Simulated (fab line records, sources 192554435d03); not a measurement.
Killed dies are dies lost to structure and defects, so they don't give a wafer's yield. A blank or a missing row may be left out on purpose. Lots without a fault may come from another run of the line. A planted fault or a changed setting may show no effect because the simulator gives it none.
fab line records | flow n5_finfet | part 2 of 2: steps 5 to 6 of 6
record lots=24 wafers=72 last_day=19
route steps=1938 shown BEOL_M4@1069 BEOL_M5@1129
lots that met no fault: from a run of the same line without faults
start_h: hours from the record's first day to the start of the lot's first wafer shown | wait_h: hours since the lot's step before | " the same as in the row above | L1.1+2: a row that stands for several wafers | - no value, or no start given | * or withheld: withheld | < > ~ a bound
route shown NAME@n: a module of which the file shows steps, and the number in the route of the first | usual: mean/standard deviation of fault-free wafers | same: alike in all rows | chamber/n: place in a boat | sites: the reading at each site | _std_site: their standard deviation | _edge_site: outer sites' mean less inner sites' | radius_mm: how far each site lies from the wafer's centre | mask NAME#n: copy n | behind: the tool/chamber that last shaped the wafer | hold: why the lot was held/for how many hours/how that ended | device: the transistor (n, p or np) that didn't switch | end of line: the same wafers' tests at the end of the route | a step without rows: its recipe alone | killed: dies lost to structure and defects at the first sort, not the wafer's yield | map: a wafer's dies, x killed, . not, _ none there
set.NAME: the setting as run; set.NAME@STEP: as run at that earlier step | model.NAME: the simulator's own value behind a step, which no gauge read
steps of the route over a sample of lots; a table a step, a row a wafer
services: from which hour (start_h, from the record's first day; less than 0 if before it) a tool's chamber was out of use, for how many hours, and why
## steps
# step N5_BEOL_M5_ETCH_61
# recipe chemistry=CF4 target=SiARC target_depth_a=156 mask_material=CAR-EUV time_s=26 ion_energy_ev=80 pressure_mtorr=40 source_w=545 bias_w=36 Ar_flow_sccm=100 cf4_flow_sccm=100 ends=cleared
# usual drypump_motor_current_A=5.7/0.7 etch_rf_on_time_s=26.1/0.56 oes_product_au=0.65/0.078 rf_vpp_V=184.1/1.1 showerhead_plenum_p_Torr=2.14/0.069 throttle_valve_pct=15.72/0.24
# columns lot.wafer tool chamber start_h wait_h drypump_motor_current_A etch_rf_on_time_s oes_product_au rf_hours_counter_h rf_vpp_V showerhead_plenum_p_Torr throttle_valve_pct
L074.1 rie_diel-06 0 167.26 0.0 6.4 25.7 0.72 72 185.0 2.24 15.33
L074.3 " 1 " " 5.4 26.6 0.62 187 183.9 2.13 15.74
L074.5 " 1 " " 5.4 26.7 0.61 - 182.9 2.13 15.71
L075.2 rie_diel-05 1 176.66 0.0 6.7 26.4 0.62 159 182.7 2.06 15.76
L075.4 " 0 " " 6.7 25.7 0.59 - 183.6 2.04 16.03
L075.5 " 1 " " 6.7 26.4 0.63 - 182.7 2.06 15.76
L076.3 rie_diel-01 2 176.75 0.0 5.5 26.3 0.65 148 183.0 2.14 15.86
L076.4 " 3 " " 4.7 26.4 0.59 224 184.5 2.11 15.91
L076.6 " 0 " " 5.0 26.4 0.65 - 184.9 2.23 15.93
L077.2 rie_diel-01 3 185.84 0.0 4.7 26.5 0.59 228 184.7 2.11 15.91
L077.4 " 0 " " 5.0 26.7 0.65 161 185.5 2.23 15.91
L077.5 " 1 " " 5.2 25.8 0.58 - 184.7 2.21 15.71
L078.1 rie_diel-05 2 189.06 0.0 5.3 26.3 0.60 208 184.9 2.21 15.71
L078.3 " 1 " " 6.7 26.2 0.63 164 181.7 2.06 15.78
L078.5 " 3 " " 4.9 25.7 0.78 - 185.3 2.27 15.52
L079.1 rie_diel-05 3 195.77 0.0 4.9 26.1 0.77 25 186.0 2.26 15.53
L079.2 " 0 " " 6.7 25.8 0.59 211 183.2 2.04 16.05
L079.6 " 2 " " 5.3 26.6 0.60 - 185.3 2.21 15.74
L080.2 rie_diel-01 3 202.12 0.0 4.7 26.3 0.59 234 183.9 2.11 15.94
L080.3 " 2 " " 5.6 26.8 0.64 158 184.5 2.14 15.88
L080.4 " 0 " " 5.0 26.3 0.64 166 186.2 2.23 15.93
L082.2 rie_diel-05 1 204.28 0.0 6.7 26.8 0.61 170 183.2 2.06 15.78
L082.3 " 3 " " 4.9 26.0 0.77 27 186.2 2.26 15.54
L082.4 " 0 " " 6.7 25.9 0.60 214 183.1 2.04 16.07
L081.2 rie_diel-06 2 209.89 0.0 6.5 25.8 0.78 10 183.7 2.11 15.23
L081.3 " 0 " " 6.4 25.9 0.70 76 185.0 2.24 15.32
L081.5 " 2 " " 6.5 25.5 0.77 - 183.4 2.11 15.23
L083.1 rie_diel-01 3 211.29 0.0 4.7 26.1 0.60 235 184.2 2.11 15.92
L083.2 " 2 " " 5.5 26.5 0.64 160 185.6 2.14 15.85
L083.4 " 0 " " 5.0 26.3 0.64 168 184.1 2.23 15.94
L084.1 rie_diel-01 1 217.24 0.0 5.2 25.5 0.59 239 185.0 2.21 15.74
L084.2 " 3 " " 4.8 26.0 0.60 238 182.7 2.11 15.91
L084.4 " 2 " " 5.6 26.9 0.63 162 183.6 2.14 15.88
L088.2 rie_diel-01 1 287.56 0.0 5.2 24.8 0.83 6 184.3 2.20 15.29
L088.3 " 0 " " 5.0 26.1 0.63 196 184.3 2.22 15.99
L088.5 " 3 " " 4.7 25.5 0.86 - 184.2 2.10 15.44
L095.2 rie_diel-01 0 290.63 0.0 5.0 26.1 0.63 196 185.0 2.22 15.99
L095.5 " 2 " " 5.6 26.8 0.61 - 183.4 2.13 15.92
L095.6 " 3 " " 4.7 25.2 0.86 - 183.4 2.10 15.44
L094.3 rie_diel-01 3 294.98 0.0 4.7 25.5 0.84 2 184.0 2.10 15.47
L094.4 " 2 " " 5.5 26.9 0.62 - 182.8 2.13 15.92
L094.5 " 0 " " 5.0 26.3 0.62 - 185.5 2.22 15.99
L090.1 rie_diel-06 0 299.02 0.0 6.4 26.1 0.67 105 186.6 2.23 15.38
L090.3 " 1 " " 5.4 27.4 0.58 220 183.4 2.12 15.79
L090.6 " 3 " " 5.5 25.3 0.62 - 183.9 2.12 15.78
L085.2 rie_diel-05 0 299.18 0.0 6.7 25.7 0.58 241 184.2 2.03 16.11
L085.4 " 3 " " 4.9 25.6 0.74 54 186.5 2.25 15.59
L085.6 " 1 " " 6.7 26.5 0.61 - 182.2 2.05 15.84
L089.3 rie_diel-06 1 307.68 0.0 5.4 27.0 0.58 222 183.9 2.11 15.80
L089.5 " 0 " " 6.4 26.2 0.68 - 185.7 2.23 15.39
L089.6 " 1 " " 5.4 27.1 0.59 - 182.9 2.11 15.78
L092.2 rie_diel-05 3 310.42 0.0 5.0 25.9 0.73 55 186.0 2.25 15.60
L092.4 " 0 " " 6.7 25.7 0.58 242 182.7 2.03 16.11
L092.6 " 0 " " 6.7 25.6 0.58 - 182.8 2.03 16.11
L091.1 rie_diel-06 2 316.47 0.0 6.5 25.5 0.73 41 185.9 2.10 15.31
L091.2 " 1 " " 5.4 27.2 0.59 224 183.1 2.11 15.80
L091.3 " 0 " " 6.4 26.1 0.67 108 184.9 2.23 15.39
L087.1 rie_diel-06 1 322.25 0.0 5.4 27.5 0.58 225 183.8 2.11 15.80
L087.2 " 3 " " 5.4 26.2 0.61 210 184.0 2.12 15.78
L087.3 " 2 " " 6.5 25.7 0.72 43 184.8 2.10 15.30
L093.2 rie_diel-06 3 325.21 0.0 5.4 25.7 0.61 211 185.1 2.12 15.81
L093.3 " 1 " " 5.4 27.3 0.58 226 184.2 2.11 15.81
L093.6 " 0 " " 6.4 26.2 0.67 - 185.5 2.23 15.38
L096.1 rie_diel-01 0 326.80 0.0 5.0 26.3 0.62 203 184.7 2.22 16.01
L096.4 " 3 " " 4.7 25.7 0.82 8 184.1 2.10 15.47
L096.5 " 3 " " 4.7 25.8 0.82 - 183.3 2.10 15.47
L086.3 rie_diel-06 2 330.12 0.0 6.5 25.8 0.72 44 184.0 2.10 15.32
L086.4 " 1 " " 5.4 27.0 0.58 227 182.4 2.11 15.81
L086.5 " 0 " " 6.4 26.0 0.66 - 184.2 2.23 15.40
L097.1 rie_diel-05 3 343.75 0.0 4.9 25.8 0.73 59 185.3 2.25 15.60
L097.3 " 0 " " 6.7 25.5 0.58 247 182.2 2.03 16.12
L097.6 " 1 " " 6.7 26.5 0.60 - 184.2 2.05 15.83
# step N5_BEOL_M5_CD_MEAS_18
# recipe pitch_nm=56 target_cd_nm=28
# usual cd_nm=28.1/0.37
# columns lot.wafer tool chamber start_h wait_h cd_nm
L074.1 cd_sem-02 - 167.72 0.0 27.5
L074.3 " - " " 27.5
L074.5 " - " " 28.0
L075.2 cd_sem-02 - 177.17 0.1 28.2
L075.4 " - " " 28.8
L075.5 " - " " 28.1
L076.3 cd_sem-03 - 177.21 0.1 28.4
L076.4 " - " " 28.4
L076.6 " - " " 27.9
L077.2 cd_sem-03 - 186.22 0.1 28.4
L077.4 " - " " 28.3
L077.5 " - " " 28.0
L078.1 cd_sem-02 - 189.44 0.0 28.4
L078.3 " - " " 28.6
L078.5 " - " " 28.4
L079.1 cd_sem-02 - 196.49 0.0 27.6
L079.2 " - " " 28.2
L079.6 " - " " 27.8
L080.2 cd_sem-03 - 202.50 0.1 28.4
L080.3 " - " " 28.7
L080.4 " - " " 28.2
L082.2 cd_sem-03 - 204.66 0.1 28.2
L082.3 " - " " 27.9
L082.4 " - " " 28.6
L081.2 cd_sem-02 - 210.27 0.1 28.3
L081.3 " - " " 27.8
L081.5 " - " " 27.8
L083.1 cd_sem-01 - 211.67 0.0 27.7
L083.2 " - " " 28.7
L083.4 " - " " 28.2
L084.1 cd_sem-03 - 217.62 0.0 28.1
L084.2 " - " " 28.6
L084.4 " - " " 28.6
L088.2 cd_sem-01 - 287.94 0.1 28.1
L088.3 " - " " 27.6
L088.5 " - " " 28.0
L095.2 cd_sem-03 - 291.01 0.1 27.8
L095.5 " - " " 28.1
L095.6 " - " " 29.0
L094.3 cd_sem-03 - 295.36 0.1 28.7
L094.4 " - " " 28.7
L094.5 " - " " 28.3
L090.1 cd_sem-03 - 299.43 0.0 28.6
L090.3 " - " " 27.6
L090.6 " - " " 28.5
L085.2 cd_sem-01 - 299.56 0.1 27.7
L085.4 " - " " 27.8
L085.6 " - " " 27.7
L089.3 cd_sem-02 - 308.06 0.1 27.3
L089.5 " - " " 27.8
L089.6 " - " " 27.9
L092.2 cd_sem-01 - 310.80 0.1 27.8
L092.4 " - " " 28.5
L092.6 " - " " 27.9
L091.1 cd_sem-03 - 316.84 0.0 27.7
L091.2 " - " " 27.8
L091.3 " - " " 28.5
L087.1 cd_sem-02 - 322.65 0.0 27.4
L087.2 " - " " 27.9
L087.3 " - " " 28.0
L093.2 cd_sem-02 - 325.60 0.1 28.5
L093.3 " - " " 27.9
L093.6 " - " " 27.8
L096.1 cd_sem-01 - 327.18 0.0 27.6
L096.4 " - " " 28.4
L096.5 " - " " 28.4
L086.3 cd_sem-02 - 330.67 0.1 28.3
L086.4 " - " " 28.1
L086.5 " - " " 27.7
L097.1 cd_sem-03 - 344.13 0.0 27.7
L097.3 " - " " 28.1
L097.6 " - " " 28.0
## services
# columns tool chamber start_h hours kind
rie_diel-02 1 162.01 21.4 repair
rie_diel-05 2 167.42 14.2 repair
rie_diel-06 - 168.33 28.1 pm
cvd_co-01 - 177.96 0.5 repair
rie_diel-02 3 179.16 26.0 repair
cvd_co-02 - 180.74 0.7 repair
rie_diel-04 - 181.13 14.6 pm
cvd_co-01 0 228.17 7.7 repair
rie_diel-03 - 246.82 1.1 repair
rie_diel-01 1 249.23 - clean
rie_diel-01 1 249.23 - consumable_replace:focus_ring
rie_diel-01 1 249.23 20.2 scheduled_down
rie_diel-01 1 249.23 20.2 vent_cycle
rie_diel-04 0 253.23 8.6 repair
rie_diel-05 - 253.99 4.3 pm
pvd_sputter-01 - 273.00 6.9 repair
rie_diel-04 - 273.54 1.3 repair
rie_diel-05 - 284.08 2.4 repair
rie_diel-01 1 294.48 7.1 repair
pvd_sputter-01 - 303.61 2.6 repair
rie_diel-05 - 320.91 14.6 pm
cvd_co-01 - 323.24 2.8 repair
cvd_co-02 - 337.23 3.6 repair
pvd_sputter-01 - 340.71 0.5 repair
